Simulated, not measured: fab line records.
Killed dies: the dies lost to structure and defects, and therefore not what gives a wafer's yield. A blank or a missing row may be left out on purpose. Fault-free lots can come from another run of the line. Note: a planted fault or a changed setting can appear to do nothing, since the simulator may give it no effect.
Split-lot study + flow n5-finfet + 21 wafers read across 7 lots, on a route 1938 steps long

== THE SPLIT ==
At N5_BEOL_M6_DEP_56 (deposits SiCN from 3MS/NH3, target thk 10 nm, time 17.5 s), the setting time-s was moved away from the recipe's 17.5 s on 8 of the 21 wafers read, by -10.9% to +8.5%. The other wafers ran this setting at the recipe's value.

The reading comes from the split's own step.

== THE READING ==
SiCN_of_BEOL_M6_DEP_56.thk-nm (the simulator's own value, which no gauge read), in nm, at N5_BEOL_M6_DEP_56 (deposits SiCN from 3MS/NH3, target thk 10 nm, time 17.5 s). No usual value for it is given in the file. Across the 13 wafers here that went through the recipe, the average is 10.0 nm and the standard deviation 0.12 nm.

| wafer  | tool, chamber at the split | time-s as run, s | against the recipe | SiCN_of_BEOL_M6_DEP_56.thk-nm, nm | against lot-mates on the recipe |
|--------|----------------------------|------------------|--------------------|-----------------------------------|---------------------------------|
| L075.4 | pecvd-03, 1,2              | 17.5             | recipe             | 10                                | -                               |
| L075.5 | pecvd-03, 1,2              | 17.5             | recipe             | 10                                | -                               |
| L075.6 | pecvd-03, 0                | 17.5             | recipe             | 10.2                              | -                               |
| L077.1 | pecvd-01, 2,1              | 15.83            | -9.5%              | 9                                 | -0.8                            |
| L077.5 | pecvd-01, 2,1              | 15.83            | -9.5%              | 9                                 | -0.8                            |
| L077.2 | pecvd-01, 1                | 17.5             | recipe             | 9.8                               | -                               |
| L078.1 | pecvd-01, 2                | 17.5             | recipe             | 10                                | -                               |
| L078.5 | pecvd-01, 2                | 17.5             | recipe             | 10                                | -                               |
| L078.4 | pecvd-01, 0                | 16.27            | -7.0%              | 9.4                               | -0.6                            |
| L076.1 | pecvd-04, 2,1              | 17.5             | recipe             | 9.8                               | -                               |
| L076.3 | pecvd-04, 2,1              | 17.5             | recipe             | 9.8                               | -                               |
| L076.6 | pecvd-04, 1                | 17.5             | recipe             | 10                                | -                               |
| L092.3 | pecvd-03, 2                | 17.5             | recipe             | 10                                | -                               |
| L092.4 | pecvd-03, 2                | 15.59            | -10.9%             | 9                                 | -1.1                            |
| L092.5 | pecvd-03, 0                | 17.5             | recipe             | 10.2                              | -                               |
| L095.3 | pecvd-03, 2,1              | 18.98            | +8.5%              | 10.8                              | +0.8                            |
| L095.5 | pecvd-03, 2,1              | 18.98            | +8.5%              | 10.8                              | +0.8                            |
| L095.4 | pecvd-03, 2                | 17.5             | recipe             | 10                                | -                               |
| L096.1 | pecvd-04, 1                | 16.79            | -4.1%              | 9.4                               | -0.6                            |
| L096.2 | pecvd-04, 2                | 17.5             | recipe             | 10                                | -                               |
| L096.4 | pecvd-04, 1                | 16.79            | -4.1%              | 9.6                               | -0.4                            |
If several chambers appear in one row, that row covers several wafers at once and the file leaves open which wafer was in which chamber.

FIT RESULTS
A straight line over all 21 wafers: SiCN_of_BEOL_M6_DEP_56.thk-nm changes by +0.0972 nm for each +1% of time-s; r = +0.97; the points scatter about the line by 0.12 nm.
The same after taking each lot's own level away (the mean of its wafers on the recipe; 21 wafers): +0.093 nm for each +1%; r = +0.98; scatter 0.089 nm.
Per that fit: largest time-s move, reading shift of 1 nm.
From 9.80 to 10.10 nm: that is the span of the lots' own levels, equal to 2.4 times the standard deviation above.
The two slopes are in agreement: the lot-to-lot level therefore moves the slope only a little.
Check: for one of the wafers moved furthest among these (-10.9%), held out of the fit, the line's prediction against its lot-mates is -0.994 nm. It came out at -1.1 nm against them.

== ADDITIONAL SPLITS CARRIED BY THESE WAFERS ==
Note: prior to the reading, these wafers also went through further splits. Each is held against what the fit with the lots' levels taken away leaves over:
| other split on the same wafers             | wafers away from the commonest value | r with SiCN_of_BEOL_M6_DEP_56.thk-nm (lot level and that fit taken away) |
|--------------------------------------------|--------------------------------------|--------------------------------------------------------------------------|
| N5_BEOL_M5_ETCH_68 time-s                  | 6                                    | -0.02                                                                    |
| N5_BEOL_M5_TRENCH_ETCH_37 time-s           | 5                                    | -0.09                                                                    |
| N5_BEOL_M6_TRENCH_ETCH_37 bias-w           | 9                                    | -0.04                                                                    |
| N5_BEOL_M6_ALD_77 co-reactant-pulse-time-s | 8                                    | -0.10                                                                    |

== FILE'S OWN FIT ==
SiCN_of_BEOL_M6_DEP_56.thk-nm changes by +0.0939 nm for each +1% of time-s, r = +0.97.
